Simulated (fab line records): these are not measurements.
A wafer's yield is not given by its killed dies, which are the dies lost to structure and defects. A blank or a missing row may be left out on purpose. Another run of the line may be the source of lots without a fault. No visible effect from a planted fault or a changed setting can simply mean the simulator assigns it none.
A lot that was struck, set against a sound lot    flow nand harc    42 out of 1159 route steps
Sound: these wafers, L268.1, L268.2, L268.3. Struck: wafer L290.3 (L290.1, L290.6, from the same lot, were not struck and are left out); the cause is given at the end.
Per side, at each step with rows, come the tool, then ch with its chambers, and then its first start. Under that, the readings that differ: sound wafers    struck wafers    difference of the means    sigmas: that difference in standard deviations of wafers without a fault.
alike: readings with means less than 2 such deviations apart, plus words and numbers identical on both sides. not compared: withheld readings, readings lacking a value on some wafer, bounds such as >300 that could conceal the same value, and numbers that have no deviation in the record and whose values overlap.
The two part at a step that has a row with sigmas, a row that says differs or no value, or rows on one side only. Non-overlapping numbers with no deviation appear without sigmas and do not part them. A reading that every wafer of one side lacks parts them only if that side has two wafers or more.

first, 2 steps without rows for these wafers: NHARC_A_CONTACT_ETCH_51 (etches the open film in O2/COS, target depth 3600 nm, time 936 s); NHARC_A_CONTACT_ETCH_111 (etches the open film in C4F8/O2/Ar, time 140 s, target depth 700 nm).
NHARC_A_CONTACT_ETCH_112: etches the open film in C4F8/O2/Ar, time 94 s, target depth 922 nm.
  sound on har cap etch-02 ch 0,1, day 16 23:23; struck on har cap etch-03 ch 0, day 22 08:26
  not compared: rf hours counter h
then, 7 steps without rows for these wafers: NHARC_A_CONTACT_ETCH_113 (etches the open film in C4F8/O2/Ar, time 94 s, target depth 922 nm); NHARC_A_CONTACT_ETCH_114 (etches the open film in C4F8/O2/Ar, time 94 s, target depth 922 nm); NHARC_A_CONTACT_ETCH_115 (etches the open film in C4F8/O2/Ar, time 94 s, target depth 922 nm); NHARC_A_CONTACT_ETCH_116 (etches the open film in C4F8/O2/Ar, time 94 s, target depth 922 nm); NHARC_A_CONTACT_ETCH_117 (etches the open film in C4F8/O2/Ar, time 94 s, target depth 922 nm); NHARC_A_CONTACT_ETCH_118 (etches the open film in C4F8/O2/Ar, time 94 s, target depth 922 nm); NHARC_A_CONTACT_ETCH_119 (etches the open film in C4F8/O2/Ar, time 94 s, target depth 922 nm).
NHARC_A_CONTACT_ETCH_120: etches the open film in C4F8/O2/Ar, time 94 s, target depth 922 nm.
  sound on har cap etch-02 ch 0,1, day 17 00:07; struck on har cap etch-03 ch 0, day 22 09:25
  not compared: rf hours counter h
NHARC_A_CONTACT_ETCH_121: etches the open film in C4F8/O2/Ar, time 94 s, target depth 922 nm.
  sound on har cap etch-02 ch 0,1, day 17 00:13; struck on har cap etch-03 ch 0, day 22 09:32
  not compared: rf hours counter h
NHARC_A_CONTACT_ETCH_122: etches the open film in C4F8/O2/Ar, time 95 s, target depth 930 nm.
  sound on har cap etch-02 ch 0,1, day 17 00:18; struck on har cap etch-03 ch 0, day 22 09:39
  not compared: rf hours counter h
then, 3 steps without rows for these wafers: NHARC_A_CONTACT_ETCH_123 (etches the open film in C4F8/O2/Ar, time 253 s, target depth 1090 nm); NHARC_A_CONTACT_ETCH_90 (etches the open film in CH3F/O2, target depth 40 nm, time 85.7 s); NHARC_A_CONTACT_ETCH_96 (etches the open film in C4F6/O2, target depth 20 nm, time 10 s).
NHARC_A_CONTACT_CD_MEAS_53:
  sound on cd sem-03, day 17 01:14; struck on cd sem-01, day 22 10:42
  alike: cd nm
then, 3 steps without rows for these wafers: NHARC_A_CONTACT_STRIP_99 (strips in N2/H2); NHARC_A_CONTACT_STRIP_100 (strips in CF4/CHF3); NHARC_A_CONTACT_STRIP_101 (strips in O2/COS).
NHARC_A_CONTACT_ETCH_102: etches the open film in CF4/O2, target depth 70 nm, overetch 7 nm, time 38.5 s.
  sound on rie diel-04 ch 0,2,3, day 17 01:42; struck on rie diel-01 ch 2, day 22 10:59
reading                 sound     struck  difference  sigmas
rf hours counter h (h)  36 34 34  3       -32         
  alike: cf4 flow sccm, drypump motor current A, oes product au, rf vpp V, showerhead plenum p Torr, throttle valve pct
then, 14 steps without rows for these wafers: NHARC_A_CONTACT_STRIP_55 (strips in O2); NHARC_A_CONTACT_STRIP_56 (strips in post etch residue remover, time 600 s); NHARC_A_CONTACT_DEP_57 (deposits aC, target thk 2800 nm); NHARC_A_CONTACT_DEP_58 (deposits SiON, target thk 60 nm); NHARC_A_CONTACT_DEHYDRATE_59 (time 120 s); NHARC_A_CONTACT_HMDS_60 (time 30 s); NHARC_A_CONTACT_COAT_61 (time 75 s); NHARC_A_CONTACT_COAT_62 (time 65 s); NHARC_A_CONTACT_COAT_63 (resist thk 90 nm); NHARC_A_CONTACT_SOFTBAKE_64 (time 55 s); NHARC_A_CONTACT_EBR_65; NHARC_A_CONTACT_EXPOSE_66 (exposes mask A CC 2); NHARC_A_CONTACT_PEB_67 (peb time 65 s); NHARC_A_CONTACT_DEVELOP_68 (develop time 35 s).
NHARC_A_CONTACT_CD_MEAS_69 targets a cd of 200 nm.
  sound on cd sem-01 ch 0, day 17 05:12; struck on cd sem-02 ch 0, day 22 14:40
  alike: cd nm
NHARC_A_CONTACT_OVL_MEAS_70:
  sound on overlay-01, day 17 05:17; struck on overlay-01, day 22 14:45
  alike: overlay x nm, overlay y nm
then, 1 step without rows for these wafers: NHARC_A_CONTACT_DESCUM_74 (chemistry O2, time 3 s).
NHARC_A_CONTACT_ETCH_75: etches the open film in CF4, target depth 39 nm, time 65 s.
  sound on rie diel-04 ch 1,2,3, day 17 05:31; struck on rie diel-04 ch 2, day 22 14:56
reading                 sound     struck  difference  sigmas
rf hours counter h (h)  35 35 41  16      -21         
  alike: cf4 flow sccm, drypump motor current A, oes product au, rf vpp V, showerhead plenum p Torr, throttle valve pct
then, 2 steps without rows for these wafers: NHARC_A_CONTACT_ETCH_76 (etches the open film in N2/H2, target depth 260 nm, time 475.3 s); NHARC_A_CONTACT_ETCH_77 (etches the open film in CF4/CHF3, target depth 72.6 nm, time 36.3 s).
-- jump in the record: it breaks off in module A_CONTACT and resumes in module END (first step shown: number 1159 of the route), and 3 days separate the struck wafers' starts before and after --
NHARC_END_SORT_01:
  sound on prober-01 ch 0, day 20 04:41; struck on prober-02 ch 0, day 25 10:10
reading          sound     struck  difference  sigmas
killed at array  14 14 18  88      +73         +7
killed dies      19 16 20  92      +74         +7
  alike: killed at other, killed at periphery, killed open, killed short

== WHERE THEY PART ==
Within this record, at NHARC_END_SORT_01 only.

WHY: whatever the simulator had introduced
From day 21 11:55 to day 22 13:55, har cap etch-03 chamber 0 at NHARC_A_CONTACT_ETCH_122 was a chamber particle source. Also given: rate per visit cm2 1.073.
